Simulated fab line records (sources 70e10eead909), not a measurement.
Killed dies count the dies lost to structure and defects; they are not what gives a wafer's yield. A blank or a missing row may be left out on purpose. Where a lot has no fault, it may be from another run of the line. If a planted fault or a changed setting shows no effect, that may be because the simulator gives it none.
Which tool is to blame? || flow nand-harc || 6 lots, 18 wafers sampled, at 4 steps of a route of 1302

WHAT THE GAUGES SHOWED, per wafer
NHARC_P_STI_OVL_MEAS_10.
{"lot": "L583", "measured": "day 4 12:38", "on": "overlay-01", "overlay-y-nm (nm)": "-5 -5 -5"}
{"lot": "L586", "measured": "day 5 17:08", "on": "overlay-02", "overlay-y-nm (nm)": "7 6 6"}
{"lot": "L590", "measured": "day 7 12:30", "on": "overlay-02", "overlay-y-nm (nm)": "-3 -3 -3"}
{"lot": "L592", "measured": "day 8 11:52", "on": "overlay-02", "overlay-y-nm (nm)": "11 11 11"}
{"lot": "L596", "measured": "day 9 22:20", "on": "overlay-02", "overlay-y-nm (nm)": "-3 -3 -3"}
{"lot": "L600", "measured": "day 11 17:30", "on": "overlay-01", "overlay-y-nm (nm)": "6 5 5"}

TOOL THAT RAN EACH LOT (tool first, then ch and the chambers of the sampled wafers, then the start)
{"lot": "L583", "NHARC_P_ZERO_WELL_ETCH_63": "rie-si-03 ch 0,2,3, day 3 13:49", "NHARC_P_ZERO_WELL_PEB_35": "litho-track-03 ch 0, day 3 16:10", "NHARC_P_ZERO_WELL_DESCUM_39": "rie-diel-04 ch 2,3, day 3 16:26"}
{"lot": "L586", "NHARC_P_ZERO_WELL_ETCH_63": "rie-si-05 ch 0,3, day 4 19:37", "NHARC_P_ZERO_WELL_PEB_35": "litho-track-07 ch 0, day 4 22:07", "NHARC_P_ZERO_WELL_DESCUM_39": "rie-diel-01 ch 0,2,3, day 4 22:22"}
{"lot": "L590", "NHARC_P_ZERO_WELL_ETCH_63": "rie-si-02 ch 0,1,2, day 6 11:40", "NHARC_P_ZERO_WELL_PEB_35": "litho-track-07 ch 0, day 6 14:09", "NHARC_P_ZERO_WELL_DESCUM_39": "rie-diel-07 ch 1,2,3, day 6 14:24"}
{"lot": "L592", "NHARC_P_ZERO_WELL_ETCH_63": "rie-si-05 ch 0,1,3, day 7 07:37", "NHARC_P_ZERO_WELL_PEB_35": "litho-track-02 ch 0, day 7 19:01", "NHARC_P_ZERO_WELL_DESCUM_39": "rie-diel-04 ch 0,2,3, day 7 19:17"}
{"lot": "L596", "NHARC_P_ZERO_WELL_ETCH_63": "rie-si-02 ch 0,1,3, day 8 23:41", "NHARC_P_ZERO_WELL_PEB_35": "litho-track-07 ch 0, day 9 02:01", "NHARC_P_ZERO_WELL_DESCUM_39": "rie-diel-07 ch 2,3, day 9 02:16"}
{"lot": "L600", "NHARC_P_ZERO_WELL_ETCH_63": "rie-si-03 ch 1,3, day 10 15:44", "NHARC_P_ZERO_WELL_PEB_35": "litho-track-03 ch 0, day 10 17:58", "NHARC_P_ZERO_WELL_DESCUM_39": "rie-diel-04 ch 1,2, day 10 18:14"}
- NHARC_P_ZERO_WELL_ETCH_63: etches the open film in HBr/Cl2, target depth 120 nm, time 40.1 s.
- NHARC_P_ZERO_WELL_PEB_35: peb time 85 s.
- NHARC_P_ZERO_WELL_DESCUM_39: chemistry O2, time 3 s.

THE ANSWER, worked out from the rows above alone
Rule: what is usual is taken from the lots themselves. Put in order of their means at a reading, lots are off if they are a third of the lots or fewer, leave a main group of 4 or more, and stand apart from it by a gap of 3 or more times the standard deviation of the main group's means; of several such gaps the widest counts. The tables above print the reading to a certain number of digits; a main group whose means all agree to those digits is not used. Also off: a lot with no number at a reading for which 4 or more lots have one. All remaining lots with rows at the step are treated as sound.
None of the lots is off at any reading shown; this tells nothing.

WHAT THE SIMULATOR HAD PUT IN
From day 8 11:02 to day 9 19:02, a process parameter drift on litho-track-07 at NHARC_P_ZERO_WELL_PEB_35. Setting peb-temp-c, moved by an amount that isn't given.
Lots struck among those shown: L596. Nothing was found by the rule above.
